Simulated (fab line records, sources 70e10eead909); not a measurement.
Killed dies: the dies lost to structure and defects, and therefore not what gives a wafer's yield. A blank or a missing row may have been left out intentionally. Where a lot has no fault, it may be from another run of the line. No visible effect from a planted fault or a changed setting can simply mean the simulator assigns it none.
fab line records	flow nandHarc	part 2 of 2: steps 5 to 6 of 6
record lots=23	wafers=69	lastDay=33
route steps=1302 shown A_STAIRCASE@675
lots that met no fault: from a run of the same line without faults
startH: the number of hours between the record's first day and the start of the first shown wafer of the lot	waitH: hours from the lot's prior step to this one	" the same as in the row above	L1.1+2: several wafers, shown together as one row	- no value, or no start given	* or withheld: withheld	< > ~ a bound
route shown NAME@n: a module of which the file shows steps, and the number in the route of the first	usual: mean/standard deviation of fault-free wafers	same: alike in all rows	chamber/n: place in a boat	sites: readings site by site	_std_site: standard deviation of those values	_edge_site: inner sites' mean taken away from outer sites' mean	radiusMm: for every site, how far away it sits from the centre of the wafer	mask NAME#n: copy n	behind: the tool/chamber that last shaped the wafer	hold: what put the lot on hold/how long, in hours/how the hold closed	device: names the non-switching transistor (n, p or np)	end of line: the route-end tests of the same wafers	step lacking rows: just its recipe	killed: not the wafer's yield, but the dies lost to structure and defects at the first sort	map: a wafer's dies, x killed, . not, _ none there
set.NAME: the setting that was run; set.NAME@STEP: the one run at that earlier step	model.NAME: the simulator's own value behind a step, which no gauge read
one table for each step of the route and one row for each wafer, over a sample of lots
services: from which hour (startH, from the record's first day; less than 0 if before it) a tool's chamber was out of use, for how many hours, and why
## steps
# step NHARC_A_STAIRCASE_ETCH_234
# recipe targetDepthA=1000	timeS=40.5	ionEnergyEv=400	c4f8FlowSccm=20	o2FlowSccm=10	arFlowSccm=withheld	rfW=600	biasW=1000	chemistry=C4F8/O2
# usual oesProductAu=0.945/0.011	rfVppV=892.5/2.9
lot.wafer	tool	chamber	startH	waitH	oesProductAu	rfHoursCounterH	rfVppV
L075.2	rieDiel-04	0	-	-	0.944	6	897.6
L075.3	"	1	"	"	0.959	6	894.6
L075.5	"	0	"	"	0.944	-	896.2
L074.1	rieDiel-04	0	-	-	0.948	7	895.9
L074.2	"	2	"	"	0.942	4	891.5
L074.5	"	0	"	"	0.944	-	896.9
L076.3	rieDiel-11	3	-	-	0.954	40	892.6
L076.5	"	0	"	"	0.948	-	897.0
L076.6	"	1	"	"	0.946	-	891.8
L077.3	rieDiel-11	2	-	-	0.951	42	890.7
L077.4	"	3	"	"	0.955	-	891.7
L077.5	"	2	"	"	0.961	-	891.2
L079.4	rieDiel-04	0	-	-	0.956	18	895.7
L079.1	"	1	"	"	0.940	17	893.9
L079.6	"	3	"	"	0.942	-	889.5
L078.2	rieDiel-11	3	-	-	0.929	51	892.2
L078.3	"	0	"	"	0.938	49	896.1
L078.5	"	3	"	"	0.937	-	891.0
L080.4	rieDiel-08	2	-	-	0.939	17	894.3
L080.2	"	3	"	"	0.944	16	889.7
L080.6	"	3	"	"	0.937	-	891.5
L081.2	rieDiel-11	2	-	-	0.917	1	889.2
L081.3	"	3	"	"	0.926	0	891.2
L081.1	"	0	"	"	0.933	0	896.9
L082.3	rieDiel-08	3	-	-	0.974	20	888.7
L082.1	"	2	"	"	0.944	21	893.7
L082.6	"	3	"	"	0.964	-	887.0
L083.3	rieDiel-04	0	-	-	0.941	28	897.4
L083.4	"	1	"	"	0.936	31	894.9
L083.5	"	0	"	"	0.934	-	898.0
L085.3	rieDiel-11	2	-	-	0.943	15	887.8
L085.1	"	0	"	"	0.943	11	895.5
L085.6	"	2	"	"	0.952	-	890.8
L086.1	rieDiel-04	0	-	-	0.964	32	896.2
L086.2	"	1	"	"	0.942	34	896.1
L086.5	"	3	"	"	0.935	-	889.2
L084.2	rieDiel-08	2	-	-	0.954	33	893.7
L084.6	"	0	"	"	0.935	-	895.1
L084.5	"	1	"	"	0.931	-	892.9
L087.4	rieDiel-08	3	-	-	0.947	32	888.1
L087.5	"	0	"	"	0.931	-	894.6
L087.6	"	1	"	"	0.947	-	894.2
L089.3	rieDiel-08	1	-	-	0.937	51	893.0
L089.2	"	2	"	"	0.947	48	894.2
L089.1	"	3	"	"	0.962	45	889.0
L090.1	rieDiel-08	0	-	-	0.961	49	894.2
L090.4	"	2	"	"	0.936	48	894.3
L090.5	"	3	"	"	0.972	-	887.4
L088.2	rieDiel-11	3	-	-	0.947	32	892.3
L088.5	"	0	"	"	0.930	-	894.1
L088.6	"	1	"	"	0.921	-	893.8
L091.4	rieDiel-11	3	-	-	0.962	40	891.1
L091.2	"	1	"	"	0.940	34	893.7
L091.5	"	3	"	"	0.957	-	892.3
L093.2	rieDiel-04	2	-	-	0.936	3	888.4
L093.1	"	3	"	"	0.942	3	888.5
L093.5	"	0	"	"	0.941	-	895.7
L092.1	rieDiel-11	3	-	-	0.952	43	892.0
L092.6	"	0	"	"	0.959	-	895.6
L092.5	"	1	"	"	0.947	-	894.5
L094.1	rieDiel-11	1	-	-	0.938	42	893.8
L094.2	"	0	"	"	0.958	44	894.7
L094.5	"	2	"	"	0.936	-	889.9
L095.1	rieDiel-08	3	-	-	0.953	5	887.6
L095.2	"	0	"	"	0.985	5	894.4
L095.5	"	3	"	"	0.953	-	888.2
L097.1	rieDiel-04	3	-	-	0.950	15	887.5
L097.3	"	0	"	"	0.933	14	896.7
L097.6	"	2	"	"	0.954	-	889.4
# step NHARC_A_STAIRCASE_DESCUM_252
# recipe timeS=3	o2FlowSccm=200	arFlowSccm=0	biasPowerW=0	chemistry=O2
# usual drypumpMotorCurrentA=5.9/0.5	oesProductAu=0.999/0.0074	rfVppV=57.6/0.78	showerheadPlenumPTorr=1.86/0.044	throttleValvePct=11.311/0.0088
lot.wafer	tool	chamber	startH	waitH	drypumpMotorCurrentA	oesProductAu	rfHoursCounterH	rfVppV	showerheadPlenumPTorr	throttleValvePct
L075.3	rieDiel-04	2	375.17	-	6.6	1.002	4	56.3	1.82	11.302
L075.2	"	3	"	"	5.6	0.996	5	58.6	1.81	11.306
L075.5	"	0	"	"	6.5	1.000	-	58.8	1.92	11.304
L074.2	rieDiel-04	2	375.79	-	6.7	0.997	5	58.0	1.82	11.311
L074.1	"	0	"	"	6.5	0.991	7	57.3	1.92	11.325
L074.5	"	3	"	"	5.6	0.998	-	57.9	1.81	11.315
L076.3	rieDiel-08	0	388.23	-	5.3	1.002	3	55.7	1.91	11.322
L076.5	"	1	"	"	4.8	0.998	-	57.8	1.88	11.311
L076.6	"	2	"	"	6.0	1.001	-	58.6	1.89	11.316
L077.3	rieDiel-04	1	399.07	-	5.8	0.989	12	58.1	1.90	11.312
L077.4	"	2	"	"	6.7	1.005	9	57.3	1.82	11.315
L077.5	"	3	"	"	5.6	1.002	-	57.5	1.81	11.321
L079.4	rieDiel-04	2	424.74	-	6.7	1.002	14	57.6	1.82	11.312
L079.1	"	3	"	"	5.6	1.002	16	57.1	1.81	11.323
L079.6	"	1	"	"	5.9	0.994	-	57.7	1.89	11.319
L078.3	rieDiel-04	3	425.62	-	5.6	0.996	16	57.1	1.81	11.309
L078.2	"	2	"	"	6.6	1.012	14	55.8	1.82	11.306
L078.5	"	3	"	"	5.6	0.996	-	57.5	1.81	11.320
L080.4	rieDiel-04	0	444.40	-	6.4	1.007	25	57.2	1.92	11.308
L080.2	"	1	"	"	5.8	1.006	26	58.2	1.89	11.323
L080.6	"	3	"	"	5.6	0.999	-	56.0	1.80	11.311
L082.1	rieDiel-11	1	445.05	-	5.8	1.001	1	57.9	1.87	11.310
L082.3	"	0	"	"	5.5	1.005	2	58.0	1.92	11.311
L082.6	"	1	"	"	5.8	0.994	-	55.9	1.87	11.307
L081.2	rieDiel-04	0	445.21	-	6.5	0.997	25	57.8	1.92	11.313
L081.3	"	1	"	"	5.8	0.992	26	58.3	1.89	11.311
L081.1	"	2	"	"	6.6	1.009	23	57.4	1.81	11.302
L083.3	rieDiel-08	2	461.43	-	5.9	0.990	29	57.3	1.88	11.316
L083.4	"	3	"	"	6.1	1.020	26	56.9	1.80	11.302
L083.5	"	1	"	"	4.8	0.990	-	57.0	1.88	11.327
L085.3	rieDiel-04	3	472.55	-	5.6	0.993	29	55.7	1.80	11.314
L085.1	"	0	"	"	6.5	0.996	32	58.1	1.91	11.294
L085.6	"	3	"	"	5.6	0.986	-	57.7	1.80	11.314
L086.1	rieDiel-08	0	473.00	-	5.3	0.992	33	57.5	1.90	11.326
L086.2	"	1	"	"	4.8	0.991	36	57.7	1.87	11.303
L086.5	"	1	"	"	4.8	0.988	-	58.2	1.88	11.320
L084.2	rieDiel-04	0	473.25	-	6.4	1.006	32	57.6	1.91	11.302
L084.5	"	1	"	"	5.8	1.002	-	58.6	1.89	11.305
L084.6	"	2	"	"	6.7	1.014	-	56.5	1.81	11.315
L087.4	rieDiel-11	0	483.65	-	5.5	0.998	16	56.9	1.91	11.303
L087.6	"	2	"	"	6.4	0.983	-	58.3	1.82	11.310
L087.5	"	3	"	"	5.9	1.001	-	57.6	1.85	11.309
L089.1	rieDiel-08	2	516.66	-	5.9	0.993	48	58.0	1.88	11.295
L089.3	"	3	"	"	6.1	1.010	45	57.4	1.79	11.299
L089.2	"	0	"	"	5.3	0.997	49	58.0	1.90	11.322
L090.4	rieDiel-04	0	517.09	-	6.4	1.002	44	58.9	1.91	11.314
L090.1	"	1	"	"	5.8	1.006	47	57.9	1.88	11.290
L090.5	"	2	"	"	6.7	1.014	-	56.1	1.81	11.314
L088.2	rieDiel-08	3	517.96	-	6.1	1.011	45	58.5	1.79	11.311
L088.5	"	3	"	"	6.1	1.016	-	57.7	1.79	11.313
L088.6	"	0	"	"	5.3	0.998	-	57.7	1.90	11.309
L091.2	rieDiel-11	2	544.00	-	6.4	0.994	44	57.4	1.81	11.319
L091.4	"	3	"	"	5.9	0.996	40	57.6	1.85	11.316
L091.5	"	1	"	"	5.9	0.999	-	57.2	1.86	11.302
L093.1	rieDiel-11	0	553.88	-	5.5	0.999	41	57.7	1.90	11.309
L093.2	"	3	"	"	5.9	1.003	43	58.1	1.84	11.313
L093.5	"	0	"	"	5.5	1.001	-	58.0	1.90	11.317
L092.1	rieDiel-11	0	554.50	-	5.5	0.997	41	59.2	1.90	11.307
L092.5	"	3	"	"	5.9	0.998	-	56.8	1.84	11.294
L092.6	"	0	"	"	5.5	1.006	-	58.4	1.90	11.304
L094.1	rieDiel-11	3	564.61	-	5.9	0.995	45	57.9	1.84	11.309
L094.2	"	1	"	"	5.8	0.983	43	57.8	1.86	11.307
L094.5	"	3	"	"	5.9	0.995	-	57.2	1.84	11.298
L095.2	rieDiel-04	1	578.04	-	5.8	1.007	9	57.2	1.88	11.322
L095.1	"	2	"	"	6.7	0.995	11	56.1	1.80	11.321
L095.5	"	3	"	"	5.6	0.998	-	59.1	1.79	11.310
L097.3	rieDiel-04	1	589.01	-	5.8	1.009	14	57.8	1.88	11.310
L097.1	"	2	"	"	6.6	0.997	16	57.6	1.80	11.306
L097.6	"	0	"	"	6.5	1.004	-	58.2	1.90	11.323
## services
tool	chamber	startH	hours	kind
rieDiel-04	0	335.74	-	clean
rieDiel-04	1	335.74	-	clean
rieDiel-04	2	335.74	-	clean
rieDiel-04	3	335.74	-	clean
rieDiel-04	-	354.90	9.0	pm
rieDiel-04	0	354.90	9.0	ventCycle
rieDiel-04	1	354.90	9.0	ventCycle
rieDiel-04	2	354.90	9.0	ventCycle
rieDiel-04	3	354.90	9.0	ventCycle
rieDiel-04	0	363.90	-	clean
rieDiel-04	1	363.90	-	clean
rieDiel-04	2	363.90	-	clean
rieDiel-04	3	363.90	-	clean
rieDiel-08	-	368.68	9.0	pm
rieDiel-11	3	384.84	1.2	repair
rieDiel-04	0	388.40	-	clean
rieDiel-04	1	388.40	-	clean
rieDiel-04	2	388.40	-	clean
rieDiel-11	1	420.84	8.0	repair
rieDiel-11	-	432.52	9.0	pm
rieDiel-11	1	496.97	9.3	repair
rieDiel-04	0	529.96	2.8	repair
rieDiel-04	-	534.62	9.0	pm
rieDiel-08	-	545.68	9.0	pm
